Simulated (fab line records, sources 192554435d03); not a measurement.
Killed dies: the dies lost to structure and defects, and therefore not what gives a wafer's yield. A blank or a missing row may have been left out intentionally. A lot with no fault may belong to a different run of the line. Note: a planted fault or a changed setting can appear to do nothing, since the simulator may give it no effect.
fab line records    flow n5Finfet
record: lots: 9  wafers: 26  lastDay: 18
route steps=1938 shown PMOS_HMC_CHANNEL_EPI@71 FIN_SAQP@95 BEOL_M4@1111 PASSIVATION@1936
lots with no fault: from the same line, run without faults
startH: start of the lot's first displayed wafer, in hours after the record's first day    waitH: time in hours since the lot's previous step    " same as the row above    L1.1+2: a single row standing in for several wafers    - either no value or no given start    * or withheld: withheld    < > ~ a bound
route shown NAME@n: names a module that has steps shown in the file, with the first one's number in the route    usual: mean/standard deviation of fault-free wafers    same: alike in all rows    chamber/n: place in a boat    sites: the reading at each site    _std_site: standard deviation of those values    _edge_site: mean of outer sites minus mean of inner sites    radiusMm: how far each site lies from the wafer's centre    mask NAME#n: copy n    behind: the last tool/chamber to shape the wafer    hold: why the lot went on hold/how many hours it stayed there/how the hold came to an end    device: names the non-switching transistor (n, p or np)    end of line: the tests these same wafers got at the end of their route    a step given without rows: its recipe and nothing more    killed: at the first sort, the dies lost to defects and structure; wafer yield is something else    map: a wafer's dies, marking killed ones x, the rest . and places with no die _
set.NAME: the setting that was run; set.NAME@STEP: the one run at that earlier step    model.NAME: the simulator's own value behind a step, which no gauge read
one table for each step of the route and one row for each wafer, over a sample of lots
services: from which hour (startH, from the record's first day; less than 0 if before it) a tool's chamber was out of use, for how many hours, and why
== steps ==
step: N5_PMOS_HMC_CHANNEL_EPI_STRIP_33
recipe: chemistry: N2/H2  powerW: 500  tempC: 40  pressureMtorr: 50  rfFrequencyHz: 6e+07  overashFraction: 0.3  biasPowerW: 8  h2Frac: 0.5  n2FlowSccm: 300  h2FlowSccm: 300
usual: drypumpMotorCurrentA: 5.6/0.49  h2FlowSccm: 300.1/0.84  oesProductAu: 0.76/0.067  rfVppV: 54.2/1.7  showerheadPlenumPTorr: 3.38/0.15  throttleValvePct: 19.1/0.5
same: overashFraction: 0.3
lot.wafer  tool        chamber  startH  waitH  drypumpMotorCurrentA  h2FlowSccm  oesProductAu  rfHoursCounterH  rfVppV  showerheadPlenumPTorr  throttleValvePct
L779.2     rieDiel-05  2        24.64   0.0    5.0                   299.9       0.74          142              55.5    3.52                   20.0
L779.4     "           1        "       "      5.7                   300.6       0.99          2                53.6    3.43                   19.2
L779.5     "           3        "       "      5.6                   300.0       0.79          -                53.0    3.53                   18.8
L780.1     rieDiel-02  1        29.61   0.0    5.6                   300.4       0.69          209              52.5    3.20                   20.1
L780.3     "           3        "       "      5.5                   299.1       0.79          101              56.5    3.52                   18.9
L780.4     "           2        "       "      5.0                   300.1       0.71          227              53.1    3.18                   18.5
L781.1     rieDiel-05  0        35.94   0.0    6.1                   300.1       0.74          183              52.2    3.21                   19.2
L781.4     "           1        "       "      5.7                   300.6       0.96          6                53.9    3.43                   19.2
L781.6     "           1        "       "      5.7                   300.4       0.99          -                56.1    3.43                   19.2
L784.1     rieDiel-05  3        53.45   0.0    5.6                   300.6       0.80          126              56.3    3.53                   18.8
L784.2     "           2        "       "      5.0                   300.2       0.75          151              53.6    3.52                   20.0
L784.4     "           1        "       "      5.7                   301.0       0.95          11               55.1    3.43                   19.3
L787.1     rieDiel-05  3        71.60   0.0    5.6                   299.2       0.78          131              57.1    3.52                   18.8
L787.4     "           1        "       "      5.7                   300.4       0.94          16               55.4    3.43                   19.3
L794.1     rieDiel-02  0        113.51  0.0    5.2                   300.0       0.75          128              54.2    3.49                   18.9
L794.3     "           1        "       "      5.7                   300.2       0.70          234              53.9    3.19                   20.1
L794.5     "           3        "       "      5.5                   299.7       0.78          -                55.6    3.51                   19.0
L797.2     rieDiel-02  0        131.63  0.0    5.2                   301.0       0.76          136              54.4    3.49                   18.9
L797.4     "           0        "       "      5.2                   300.6       0.77          -                54.7    3.49                   18.9
L797.6     "           1        "       "      5.7                   300.8       0.69          -                51.9    3.19                   20.1
L798.2     rieDiel-06  3        137.57  0.0    6.5                   300.7       0.75          146              54.3    3.49                   19.0
L798.5     "           2        "       "      5.9                   298.5       0.67          -                55.9    3.31                   19.3
L798.6     "           1        "       "      6.6                   301.6       0.91          -                55.2    3.57                   18.6
L801.1     rieDiel-06  3        155.80  0.0    6.6                   301.8       0.74          151              52.5    3.49                   19.0
L801.4     "           0        "       "      5.1                   299.9       0.75          147              52.7    3.21                   18.6
L801.5     "           0        "       "      5.2                   300.4       0.75          -                53.0    3.21                   18.6
step: N5_FIN_SAQP_DENSIFY_62
recipe: tempC: 700  timeS: 60  ambient: N2  idleTempC: 600  rampUpCPerS: 150  rampDownCPerS: 60  coolToC: 600
usual: lampPowerPct: 9.85/0.058  wafer_temp_C_max: 703.3/0.58
lot.wafer  tool          chamber  startH  waitH  lampPowerPct  wafer_temp_C_max
L779.2     rtpAnneal-02  0        27.64   0.1    9.83          704.0
L779.4     "             0        "       "      9.90          702.5
L779.5     "             0        "       "      9.84          703.5
L780.1     rtpAnneal-01  0        32.59   0.1    9.81          702.7
L780.3     "             0        "       "      9.84          703.6
L780.4     "             0        "       "      9.94          703.4
L781.1     rtpAnneal-01  0        39.05   0.2    9.96          703.7
L781.4     "             0        "       "      9.83          703.4
L781.6     "             0        "       "      9.86          703.9
L784.1     rtpAnneal-02  0        56.42   0.1    9.77          703.2
L784.2     "             0        "       "      9.79          702.6
L784.4     "             0        "       "      9.87          703.1
L787.1     rtpAnneal-02  0        74.66   0.1    9.86          703.4
L787.4     "             0        "       "      9.90          703.4
L794.1     rtpAnneal-01  0        116.77  0.3    9.83          702.8
L794.3     "             0        "       "      9.85          702.4
L794.5     "             0        "       "      9.93          703.5
L797.2     rtpAnneal-02  0        134.60  0.1    9.81          703.8
L797.4     "             0        "       "      9.87          703.9
L797.6     "             0        "       "      9.93          703.5
L798.2     rtpAnneal-02  0        140.92  0.1    9.87          703.4
L798.5     "             0        "       "      9.89          703.6
L798.6     "             0        "       "      9.90          702.6
L801.1     rtpAnneal-02  0        159.03  0.1    9.86          703.2
L801.4     "             0        "       "      9.82          704.4
L801.5     "             0        "       "      9.78          703.3
step: N5_FIN_SAQP_SPACER1_ALD_24
recipe: material: SiO2  targetThkA: 203  tempC: 300  aldPrecursorFamily: BDEAS  aldCoReactant: O2-plasma  pulseTimeS: 1  purgeTimeS: 2  coReactantPurgeTimeS: 2  aldCycles: 218  pressureTorr: 2
usual: aldCycles: 218/0  heaterPowerW: 464/43  precursorPulseHeightRel: 1.002/0.021
same: purgeTimeS: 2
lot.wafer  tool       chamber  startH  waitH  aldCycles  heaterPowerW  precursorPulseHeightRel
L779.2     aldSin-04  2        30.01   0.3    218        494           0.982
L779.4     "          1        "       "      218        471           1.020
L779.5     "          1        "       "      218        468           0.963
L780.1     aldSin-03  2        34.97   0.3    218        425           1.007
L780.3     "          1        "       "      218        484           0.994
L780.4     "          2        "       "      218        412           1.030
L781.1     aldSin-01  0        41.19   0.3    218        495           0.958
L781.4     "          1        "       "      218        455           0.976
L781.6     "          3        "       "      218        537           1.027
L784.1     aldSin-01  2        58.47   0.3    218        405           0.987
L784.2     "          0        "       "      218        497           0.996
L784.4     "          1        "       "      254        444           1.027
L787.1     aldSin-01  0        77.11   0.5    218        513           1.021
L787.4     "          1        "       "      254        467           1.021
L794.1     aldSin-03  3        119.20  0.3    218        434           1.035
L794.3     "          2        "       "      218        420           1.020
L794.5     "          3        "       "      218        434           1.006
L797.2     aldSin-01  1        136.70  0.3    218        456           0.999
L797.4     "          2        "       "      218        413           1.028
L797.6     "          0        "       "      218        480           0.991
L798.2     aldSin-04  1        143.76  0.8    218        455           0.975
L798.5     "          1        "       "      218        452           0.974
L798.6     "          0        "       "      218        385           0.993
L801.1     aldSin-03  3        161.43  0.3    218        425           1.010
L801.4     "          2        "       "      218        421           1.001
L801.5     "          2        "       "      218        432           1.004
step: N5_FIN_SAQP_CD_MEAS_27
recipe: targetCdNm: 20  landingEnergyEv: 1000  detector: seInlens  polarity: line
usual: cdNm: 20.31/0.22
lot.wafer  tool      chamber  startH  waitH  cdNm
L779.2     cdSem-01  0        30.93   0.1    20.25
L779.4     "         0        "       "      20.23
L779.5     "         0        "       "      20.45
L780.1     cdSem-02  0        35.89   0.1    20.12
L780.3     "         0        "       "      20.44
L780.4     "         0        "       "      20.15
L781.1     cdSem-02  0        42.11   0.1    20.15
L781.4     "         0        "       "      20.30
L781.6     "         0        "       "      20.23
L784.1     cdSem-03  0        59.39   0.1    20.60
L784.2     "         0        "       "      20.43
L784.4     "         0        "       "      23.43
L787.1     cdSem-02  0        78.04   0.1    20.60
L787.4     "         0        "       "      23.82
L794.1     cdSem-02  0        120.12  0.1    20.54
L794.3     "         0        "       "      20.74
L794.5     "         0        "       "      20.19
L797.2     cdSem-02  0        137.62  0.1    20.27
L797.4     "         0        "       "      20.36
L797.6     "         0        "       "      20.08
L798.2     cdSem-02  0        144.68  0.1    20.25
L798.5     "         0        "       "      20.53
L798.6     "         0        "       "      20.68
L801.1     cdSem-01  0        162.37  0.1    20.34
L801.4     "         0        "       "      20.39
L801.5     "         0        "       "      20.24
step: N5_FIN_SAQP_STRIP_70
recipe: chemistry: N2/H2  powerW: 500  tempC: 40  pressureMtorr: 50  rfFrequencyHz: 6e+07  overashFraction: 0.3  biasPowerW: 28  h2Frac: 0.5  n2FlowSccm: 300  h2FlowSccm: 300
usual: drypumpMotorCurrentA: 5.7/0.43  h2FlowSccm: 300.0/0.92  oesProductAu: 0.78/0.069  rfVppV: 122.2/1  showerheadPlenumPTorr: 3.41/0.084  throttleValvePct: 18.73/0.28
same: overashFraction: 0.3
lot.wafer  tool        chamber  startH  waitH  drypumpMotorCurrentA  h2FlowSccm  oesProductAu  rfHoursCounterH  rfVppV  showerheadPlenumPTorr  throttleValvePct
L779.2     rieDiel-04  3        32.13   0.0    6.0                   300.5       0.75          154              123.0   3.48                   18.72
L779.4     "           0        "       "      6.1                   298.9       0.79          115              121.8   3.37                   19.11
L779.5     "           3        "       "      5.9                   299.9       0.75          -                122.4   3.48                   18.71
L780.1     rieDiel-04  3        36.71   0.0    6.0                   299.8       0.75          156              123.8   3.48                   18.72
L780.3     "           0        "       "      6.1                   299.8       0.79          117              121.8   3.37                   19.10
L780.4     "           2        "       "      6.1                   301.2       0.74          187              122.1   3.34                   18.43
L781.1     rieDiel-03  0        42.92   0.0    5.4                   300.5       0.84          57               123.5   3.53                   18.26
L781.4     "           2        "       "      5.2                   299.7       0.81          -                121.7   3.36                   18.51
L781.6     "           0        "       "      5.3                   301.0       0.84          -                124.4   3.53                   18.27
L784.1     rieDiel-03  2        60.22   0.0    5.2                   299.6       0.81          127              122.0   3.35                   18.48
L784.2     "           3        "       "      5.9                   300.2       0.70          208              121.2   3.47                   19.06
L784.4     "           0        "       "      5.4                   300.9       0.85          63               122.7   3.53                   18.27
L787.1     rieDiel-01  2        78.88   0.0    4.8                   299.2       0.74          143              120.9   3.24                   19.10
L787.4     "           1        "       "      5.1                   300.4       0.71          199              123.4   3.48                   18.79
L794.1     rieDiel-03  3        120.94  0.0    5.9                   300.1       0.69          229              121.2   3.45                   19.10
L794.3     "           2        "       "      5.2                   299.2       0.79          147              121.0   3.34                   18.55
L794.5     "           0        "       "      5.3                   300.3       0.82          -                122.6   3.52                   18.31
L797.2     rieDiel-03  0        138.52  0.0    5.3                   299.8       0.81          91               122.7   3.52                   18.31
L797.4     "           2        "       "      5.2                   298.4       0.77          154              122.2   3.34                   18.56
L797.6     "           1        "       "      5.4                   299.7       0.77          -                121.3   3.38                   18.64
L798.2     rieDiel-01  2        145.54  0.0    4.8                   299.9       0.73          165              122.0   3.23                   19.13
L798.5     "           1        "       "      5.1                   299.7       0.71          -                124.0   3.47                   18.83
L798.6     "           0        "       "      5.8                   300.3       0.79          -                121.9   3.35                   18.75
L801.1     rieDiel-01  0        163.18  0.0    5.8                   299.7       0.78          154              120.7   3.35                   18.78
L801.4     "           3        "       "      6.2                   298.7       0.84          38               122.9   3.54                   18.41
L801.5     "           2        "       "      4.8                   299.2       0.72          -                121.2   3.23                   19.13
step: N5_BEOL_M4_RC_MEAS_101
usual: DIBL_N: 36.2/1.7  DIBL_P: 36.2/2.2  IOFF_N: 0.16/0.035  IOFF_P: 0.21/0.042  ION_N: 673/13  ION_P: 462/7.9  SS_N: 71.4/0.59  SS_P: 73.2/0.7  VT_N: 250/3.6  VT_P: -251/3.5
lot.wafer  tool       chamber  startH  waitH  DIBL_N[mV/V]  DIBL_P[mV/V]  IOFF_N[nA/um]  IOFF_P[nA/um]  ION_N[uA/um]  ION_P[uA/um]  SS_N[mV/dec]  SS_P[mV/dec]  VT_N[mV]  VT_P[mV]
L779.2     prober-01  0        167.22  0.2    36.3          36.1          0.14           0.19           653           446           70.9          73.0          250       -252
L779.4     "          0        "       "      38.7          40.1          0.21           0.25           688           461           72.5          74.0          243       -247
L779.5     "          0        "       "      36.4          38.5          0.17           0.22           674           465           71.4          73.9          248       -251
L780.1     prober-01  0        173.48  0.0    33.7          35.2          0.14           0.21           667           469           70.5          72.9          252       -250
L780.3     "          0        "       "      35.4          37.1          0.16           0.23           674           473           71.1          73.2          250       -248
L780.4     "          0        "       "      35.9          37.6          0.18           0.23           682           473           71.9          74.0          248       -250
L781.1     prober-02  0        175.22  0.0    36.6          37.7          0.20           0.26           688           468           72.1          73.4          243       -246
L781.4     "          0        "       "      39.1          41.7          0.27           0.34           713           482           71.7          74.9          240       -244
L781.6     "          0        "       "      39.0          41.1          0.27           0.34           696           476           72.7          74.9          240       -243
L784.1     prober-01  0        196.32  0.0    35.6          38.0          0.17           0.21           681           456           71.0          72.9          252       -250
L784.2     "          0        "       "      34.7          36.0          0.14           0.18           662           454           71.7          73.0          250       -253
L787.1     prober-01  0        233.47  0.0    38.1          38.7          0.19           0.24           695           468           72.1          73.9          248       -246
L794.1     prober-02  0        253.65  0.0    34.7          33.5          0.11           0.16           652           449           70.9          72.8          255       -254
L794.3     "          0        "       "      32.8          31.6          0.10           0.13           648           441           70.4          72.4          258       -256
L794.5     "          0        "       "      34.0          32.5          0.11           0.15           664           447           70.9          72.4          254       -256
L798.2     prober-02  0        284.14  0.2    36.3          37.8          0.16           0.21           675           458           70.9          73.4          251       -251
L798.5     "          0        "       "      35.5          35.8          0.14           0.19           671           461           70.7          73.3          252       -251
L798.6     "          0        "       "      34.4          34.4          0.12           0.16           667           454           71.0          73.1          253       -254
L797.2     prober-01  0        287.95  0.2    35.2          34.0          0.13           0.18           668           460           71.4          72.7          250       -253
L797.4     "          0        "       "      37.4          36.2          0.18           0.22           685           467           71.3          72.8          245       -251
L797.6     "          0        "       "      36.4          34.2          0.15           0.19           661           455           70.8          73.1          249       -252
L801.1     prober-01  0        305.78  0.0    34.9          36.8          0.15           0.17           665           450           70.6          73.9          252       -257
L801.4     "          0        "       "      35.1          35.5          0.14           0.16           672           451           71.4          73.2          252       -259
L801.5     "          0        "       "      34.1          35.1          0.13           0.16           666           454           71.0          73.1          255       -258
step: N5_PASSIVATION_PROBE_49
usual: defectLimitedYield: 91.4/1.4  killed_at_M0_to_M3: 31/10  killed_at_M4_up: 14/5.6  killedAtContacts: 13/6.3  killedAtFrontEnd: 39/10  killedAtOther: 4/3.1  killedDies: 101/16  killedOnRim: 13/3.9  killedOpen: 65/13  killedShort: 34/7.2  sort_bin_5_function: 5.1/0.88  sort_bin_6_memory: 3.2/0.66  sortNPass: 1079/16  sortYieldPct: 91.4/1.4
same: grossDies: 1180  killedAtBackSide: 0  sort_bin_4_leakage[%]: 0  sort_bin_8_speed[%]: 0
lot.wafer  tool       chamber  startH  waitH  defectLimitedYield[%]  killed_at_M0_to_M3  killed_at_M4_up  killedAtContacts  killedAtFrontEnd  killedAtOther  killedDies  killedOnRim  killedOpen  killedShort  sort_bin_5_function[%]  sort_bin_6_memory[%]  sortNPass  sortYieldPct[%]
L784.1     prober-01  -        294.80  0.0    93.8                   23                  6                10                32                2              73          9            44          27           3.6                     2.5                   1107       93.8
L784.2     prober-01  -        294.85  0.1    91.5                   37                  13               14                34                2              100         7            74          26           5.3                     3.0                   1080       91.5
L784.4     prober-01  -        294.95  0.2    7.2                    31                  9                4                 1048              3              1095        92           51          29           89.6                    2.9                   85         7.2
L787.1     prober-02  -        332.68  0.1    90.6                   58                  4                8                 38                3              111         17           66          44           5.3                     3.7                   1069       90.6
L787.4     prober-02  -        332.83  0.2    7.4                    33                  10               12                1036              2              1093        88           46          34           90.0                    2.5                   87         7.4
L798.2     prober-01  -        391.34  0.1    92.2                   33                  13               7                 36                3              92          11           52          38           4.7                     2.8                   1088       92.2
L798.5     prober-01  -        391.49  0.2    91.8                   40                  17               8                 30                2              97          12           58          37           4.7                     3.0                   1083       91.8
L798.6     prober-01  -        391.54  0.3    92.4                   36                  7                5                 41                1              90          12           56          32           4.9                     2.3                   1090       92.4
killed by level:class
L784.1 FIN_SAQP:geometricParticle:open=8 MOL_CONTACT_COAG:geometricParticle:open=7 FIN_SAQP:geometricParticle:short=6 BEOL_M0_SAQP:geometricParticle:open=6 GATE_CUT:geometricParticle:short=4 BEOL_M1:geometricParticle:short=4 MOL_CONTACT_COAG:geometricParticle:short=3 BEOL_M2:geometricParticle:open=3
L784.2 BEOL_M3:geometricParticle:open=16 MOL_CONTACT_COAG:geometricParticle:open=13 FIN_SAQP:geometricParticle:short=7 BEOL_M0_SAQP:geometricParticle:short=6 STI_FIN_REVEAL:geometricParticle:open=5 BEOL_M2:geometricParticle:open=5 DUMMY_GATE:geometricParticle:open=4 BEOL_M0_SAQP:geometricParticle:open=4
L784.4 FIN_SAQP:areaAld=1014 BEOL_M0_SAQP:geometricParticle:open=13 FIN_SAQP:geometricParticle:short=10 BEOL_M0_SAQP:geometricParticle:short=7 FIN_SAQP:geometricParticle:open=6 BEOL_M1:geometricParticle:open=5 BEOL_M8:geometricParticle:open=4 MOL_CONTACT_COAG:geometricParticle:open=3
L787.1 BEOL_M0_SAQP:geometricParticle:short=26 BEOL_M0_SAQP:geometricParticle:open=22 FIN_SAQP:geometricParticle:short=7 FIN_SAQP:geometricParticle:open=7 MOL_CONTACT_COAG:geometricParticle:open=7 STI_FIN_REVEAL:geometricParticle:open=6 DUMMY_GATE:geometricParticle:open=6 DUMMY_GATE:geometricParticle:short=3
L787.4 FIN_SAQP:areaAld=1012 BEOL_M0_SAQP:geometricParticle:short=13 MOL_CONTACT_COAG:geometricParticle:open=9 BEOL_M2:geometricParticle:open=7 FIN_SAQP:geometricParticle:short=4 DUMMY_GATE:geometricParticle:open=4 BEOL_M0_SAQP:geometricParticle:open=4 GATE_CUT:geometricParticle:short=3
L798.2 BEOL_M0_SAQP:geometricParticle:open=9 BEOL_M0_SAQP:geometricParticle:short=8 BEOL_M4:geometricParticle:open=6 FIN_SAQP:geometricParticle:short=5 STARTING-WAFER:geometricParticle:short=5 FIN_SAQP:geometricParticle:open=4 STI_FIN_REVEAL:geometricParticle:open=4 DUMMY_GATE:geometricParticle:open=4
L798.5 BEOL_M0_SAQP:geometricParticle:short=10 BEOL_M0_SAQP:geometricParticle:open=9 MOL_CONTACT_COAG:geometricParticle:open=8 FIN_SAQP:geometricParticle:short=7 BEOL_M2:geometricParticle:open=5 STI_FIN_REVEAL:geometricParticle:open=4 BEOL_M4:geometricParticle:open=4 BEOL_M3:geometricParticle:open=4
L798.6 BEOL_M0_SAQP:geometricParticle:open=12 FIN_SAQP:geometricParticle:short=11 FIN_SAQP:geometricParticle:open=9 STI_FIN_REVEAL:geometricParticle:open=7 BEOL_M1:geometricParticle:open=6 BEOL_M2:geometricParticle:open=5 BEOL_M2:geometricParticle:short=5 BEOL_M0_SAQP:geometricParticle:short=4
== services ==
tool          chamber  startH  hours  kind
rieDiel-04    3        1.79    6.0    repair
rieDiel-03    3        3.37    46.7   repair
rieDiel-01    -        10.29   2.8    pm
rieDiel-03    2        11.22   15.4   repair
aldSin-03     0        27.55   14.9   repair
rieDiel-06    1        31.18   3.3    repair
aldSin-03     1        37.18   3.1    repair
rieDiel-02    -        46.50   0.5    repair
aldSin-01     2        47.12   3.7    repair
rtpAnneal-02  -        49.25   4.4    pm
rieDiel-01    0        51.63   3.6    repair
aldSin-03     0        72.19   9.3    repair
rieDiel-05    1        72.84   5.6    repair
aldSin-04     -        85.25   14.0   pm
rieDiel-02    2        106.52  6.9    repair
rieDiel-01    0        112.49  8.4    repair
rieDiel-02    1        113.58  17.4   repair
rieDiel-05    1        115.02  3.4    repair
rieDiel-02    2        118.32  7.8    repair
rieDiel-02    3        144.57  4.2    repair
rieDiel-03    -        150.21  4.3    pm
aldSin-04     2        153.16  4.9    repair
rieDiel-02    -        154.97  0.8    repair
rieDiel-05    0        160.21  8.9    repair
== key ==
firstSign: step: N5_FIN_SAQP_SPACER1_ALD_24  reading: aldCycles  direction: up  sigmas: 99+  usual: *  struck: *
effect: step: N5_FIN_SAQP_CD_MEAS_27  reading: cdNm  direction: up  sigmas: 15  usual: 20.31  struck: 23.62
effect: step: N5_PASSIVATION_PROBE_49  reading: killedAtFrontEnd  direction: up  sigmas: 96  usual: 39  struck: 1042
moreKillsBornAt: N5_FIN_SAQP_SPACER1_ALD_24@aldSin-01: 2026
metAt N5_FIN_SAQP_SPACER1_ALD_24
struckLots L784,L787
struckWafers L784.4,L787.4
laterRowsLeftOut L784.4,L787.4
notActingAt N5_PMOS_HMC_CHANNEL_EPI_STRIP_33,N5_FIN_SAQP_DENSIFY_62,N5_FIN_SAQP_STRIP_70
onsetBetween 41.19 58.47
fault: kind: processParameterDrift  tool: aldSin-01  chamber: -  onsetH: 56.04  steps: N5_FIN_SAQP_SPACER1_ALD_24  channel: aldCycles  offset: *  shape: step  endH: 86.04  scope: struckWafersOnly  actsIn: *  stated: *
laterRowsLeftOut: the simulator's readings of these wafers behind a module that went badly wrong aren't trusted and aren't shown, but for the sort
